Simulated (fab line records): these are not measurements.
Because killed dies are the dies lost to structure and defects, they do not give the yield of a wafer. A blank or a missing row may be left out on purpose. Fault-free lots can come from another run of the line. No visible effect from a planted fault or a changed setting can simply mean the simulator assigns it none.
Which of the tools did it? | flow nand_harc | Sampling: 24 lots, 72 wafers, 3 of 1302 route steps

== WHAT EACH GAUGE READ, for each wafer ==
NHARC_A_CONTACT_CD_MEAS_08: the cd target is 200 nm. Usual: 199.9 nm for cd_nm, sd 0.43.
lot  | measured     | on        | cd_nm (nm)        | flag
L074 | day 22 12:52 | cd_sem-02 | 200.2 200.2 199.5 |
L075 | day 22 23:25 | cd_sem-03 | 199.1 200.2 199.9 |
L079 | day 23 05:51 | cd_sem-02 | 200.1 200.3 200.0 |
L077 | day 23 07:05 | cd_sem-01 | 200.2 200.2 199.5 |
L078 | day 23 13:49 | cd_sem-02 | 199.6 199.5 199.0 |
L076 | day 23 13:58 | cd_sem-01 | 200.2 199.3 199.5 |
L080 | day 24 05:10 | cd_sem-01 | 199.9 200.1 200.0 |
L082 | day 24 18:26 | cd_sem-02 | 199.9 200.0 199.9 |
L081 | day 25 11:01 | cd_sem-03 | 200.0 199.7 200.2 |
L083 | day 25 23:35 | cd_sem-01 | 201.0 200.8 200.0 |
L084 | day 26 06:29 | cd_sem-01 | 200.0 200.0 200.6 |
L086 | day 26 14:53 | cd_sem-01 | 199.5 199.9 199.5 |
L085 | day 26 16:45 | cd_sem-03 | 200.6 199.8 200.0 |
L087 | day 27 15:59 | cd_sem-02 | 199.6 199.6 199.6 |
L088 | day 28 04:28 | cd_sem-02 | 200.1 200.0 199.9 |
L089 | day 28 05:28 | cd_sem-02 | 200.2 200.5 199.0 |
L090 | day 29 00:34 | cd_sem-01 | 200.3 199.8 200.2 |
L091 | day 29 13:21 | cd_sem-03 | 200.4 199.7 199.8 |
L092 | day 29 22:40 | cd_sem-02 | 200.7 200.9 200.1 |
L094 | day 30 04:47 | cd_sem-01 | 200.2 200.0 199.9 |
L093 | day 30 06:29 | cd_sem-03 | 199.6 199.5 199.2 |
L096 | day 31 05:40 | cd_sem-02 | 199.5 200.0 200.5 |
L095 | day 32 09:22 | cd_sem-02 | 199.1 199.3 199.0 |
L097 | day 32 21:26 | cd_sem-02 | 199.7 199.5 199.8 |

NHARC_A_BLC_INSPECT_12. Usual: 87 for raw_defect_count, sd 38.
lot  | measured     | on                | raw_defect_count | flag
L074 | day 22 19:20 | defect_inspect-02 | 86 63 62         |
L075 | day 23 05:52 | defect_inspect-01 | 118 130 116      |
L079 | day 23 12:59 | defect_inspect-02 | 145 125 147      |
L077 | day 23 15:11 | defect_inspect-01 | 15 19 15         |
L078 | day 23 20:47 | defect_inspect-02 | 27 29 25         |
L076 | day 23 20:26 | defect_inspect-02 | 161 144 158      |
L080 | day 24 11:42 | defect_inspect-01 | 114 125 108      |
L082 | day 25 00:47 | defect_inspect-02 | 124 117 127      |
L081 | day 25 17:37 | defect_inspect-02 | 91 81 89         |
L083 | day 26 09:43 | defect_inspect-01 | 80 83 73         |
L084 | day 26 13:17 | defect_inspect-01 | 77 97 89         |
L086 | day 26 22:05 | defect_inspect-02 | 27 20 24         |
L085 | day 26 23:22 | defect_inspect-01 | 102 97 93        |
L087 | day 27 23:04 | defect_inspect-01 | 63 70 79         |
L088 | day 28 10:56 | defect_inspect-02 | 133 144 137      |
L089 | day 28 11:48 | defect_inspect-01 | 70 68 77         |
L090 | day 29 06:53 | defect_inspect-01 | 153 148 140      |
L091 | day 29 19:39 | defect_inspect-01 | 89 87 83         |
L092 | day 30 05:14 | defect_inspect-01 | 58 60 56         |
L094 | day 30 11:40 | defect_inspect-02 | 78 75 59         |
L093 | day 30 13:14 | defect_inspect-01 | 74 69 76         |
L096 | day 31 12:01 | defect_inspect-01 | 61 82 75         |
L095 | day 32 15:49 | defect_inspect-01 | 84 83 78         |
L097 | day 33 04:50 | defect_inspect-01 | 93 84 109        |

== WHICH TOOL RAN EACH LOT (tool, then ch and the chambers of the sampled wafers, then the start) ==
lot  | NHARC_A_CONTACT_ETCH_110
L074 | rie_diel-01 ch 0,2, day 22 16:32
L075 | rie_diel-04 ch 0,2,3, day 23 03:06
L079 | rie_diel-07 ch 0,1,2, day 23 10:12
L077 | rie_diel-01 ch 0,3, day 23 12:22
L078 | rie_diel-01 ch 0,2,3, day 23 18:00
L076 | rie_diel-04 ch 1,2,3, day 23 17:38
L080 | rie_diel-04 ch 2,3, day 24 08:55
L082 | rie_diel-01 ch 0,1,3, day 24 22:08
L081 | rie_diel-04 ch 0,2,3, day 25 14:58
L083 | rie_diel-04 ch 1,2,3, day 26 07:02
L084 | rie_diel-01 ch 2,3, day 26 10:25
L086 | rie_diel-04 ch 2,3, day 26 18:35
L085 | rie_diel-01 ch 0,2, day 26 20:29
L087 | rie_diel-01 ch 1,2, day 27 19:41
L088 | rie_diel-01 ch 1,3, day 28 08:10
L089 | rie_diel-01 ch 1,2,3, day 28 09:08
L090 | rie_diel-01 ch 0,3, day 29 04:14
L091 | rie_diel-04 ch 0,2,3, day 29 17:01
L092 | rie_diel-01 ch 1,3, day 30 02:28
L094 | rie_diel-04 ch 1,2,3, day 30 08:52
L093 | rie_diel-04 ch 1,2,3, day 30 10:23
L096 | rie_diel-07 ch 0,1,2, day 31 09:21
L095 | rie_diel-01 ch 0,1,3, day 32 13:02
L097 | rie_diel-01 ch 2,3, day 33 02:04
- NHARC_A_CONTACT_ETCH_110: etches the open film in CF4/O2, target depth 60 nm, overetch 6 nm, time 33 s.

== AS READ BY THE TOOLS THEMSELVES (means over the sampled wafers that have a number; for cases with no such wafer, the mark the record gives instead) ==
NHARC_A_CONTACT_ETCH_110. Usual: drypump_motor_current_A 5.7 A, standard deviation 0.54; oes_product_au 1.003 a.u., standard deviation 0.0079; rf_vpp_V 197.4 V, standard deviation 1.3; showerhead_plenum_p_Torr 1.32 Torr, standard deviation 0.053; throttle_valve_pct 13.398 %, standard deviation 0.0084.
lot  | tool        | drypump_motor_current_A (A) | oes_product_au (a.u.) | rf_vpp_V (V) | showerhead_plenum_p_Torr (Torr) | throttle_valve_pct (%) | flag
L074 | rie_diel-01 | 6.0                         | 1.012                 | 199.0        | 1.36                            | 13.390                 |
L075 | rie_diel-04 | 5.5                         | 0.987                 | 197.8        | 1.35                            | 13.399                 |
L079 | rie_diel-07 | 6.0                         | 0.994                 | 197.3        | 1.34                            | 13.404                 |
L077 | rie_diel-01 | 6.2                         | 1.008                 | 197.7        | 1.31                            | 13.400                 |
L078 | rie_diel-01 | 6.0                         | 1.008                 | 197.7        | 1.33                            | 13.397                 |
L076 | rie_diel-04 | 5.6                         | 1.004                 | 197.3        | 1.29                            | 13.398                 |
L080 | rie_diel-04 | 6.0                         | 1.002                 | 198.3        | 1.33                            | 13.388                 |
L082 | rie_diel-01 | 5.8                         | 1.008                 | 198.1        | 1.32                            | 13.398                 |
L081 | rie_diel-04 | 5.5                         | 1.001                 | 197.8        | 1.35                            | 13.402                 |
L083 | rie_diel-04 | 5.6                         | 1.000                 | 197.2        | 1.29                            | 13.395                 |
L084 | rie_diel-01 | 5.6                         | 1.014                 | 196.9        | 1.30                            | 13.404                 |
L086 | rie_diel-04 | 5.9                         | 1.006                 | 196.6        | 1.31                            | 13.403                 |
L085 | rie_diel-01 | 6.0                         | 1.007                 | 197.0        | 1.36                            | 13.403                 |
L087 | rie_diel-01 | 5.7                         | 1.012                 | 198.5        | 1.37                            | 13.400                 |
L088 | rie_diel-01 | 5.4                         | 1.005                 | 196.5        | 1.29                            | 13.402                 |
L089 | rie_diel-01 | 5.6                         | 0.995                 | 197.8        | 1.33                            | 13.399                 |
L090 | rie_diel-01 | 6.2                         | 1.010                 | 196.2        | 1.30                            | 13.398                 |
L091 | rie_diel-04 | 5.5                         | 1.000                 | 198.7        | 1.34                            | 13.392                 |
L092 | rie_diel-01 | 5.4                         | 1.002                 | 197.7        | 1.32                            | 13.399                 |
L094 | rie_diel-04 | 5.6                         | 0.997                 | 196.2        | 1.28                            | 13.406                 |
L093 | rie_diel-04 | 5.7                         | 1.004                 | 196.3        | 1.28                            | 13.407                 |
L096 | rie_diel-07 | 6.0                         | 0.997                 | 197.1        | 1.33                            | 13.401                 |
L095 | rie_diel-01 | 5.7                         | 0.995                 | 197.4        | 1.31                            | 13.399                 |
L097 | rie_diel-01 | 5.7                         | 1.012                 | 198.0        | 1.34                            | 13.399                 |

== THE ANSWER, worked out from the rows above alone ==
Rule: lot off if the mean of its wafers having a number is beyond 3 standard deviations from the usual mean. A lot without any number at a reading at which 4 lots or more have one is off too. Where the step has rows for the other lots, those lots are counted as sound. After the gauges, taken in route order, come the tools' own readings; for these a lot's mean is taken, as printed above. At the first step where some lot is off, the reading lying furthest off is the one used; lots without a number count as furthest.
No lot is off on any of the readings shown, so nothing can be concluded from this.

== WHAT HAD BEEN PUT IN BY THE SIMULATOR ==
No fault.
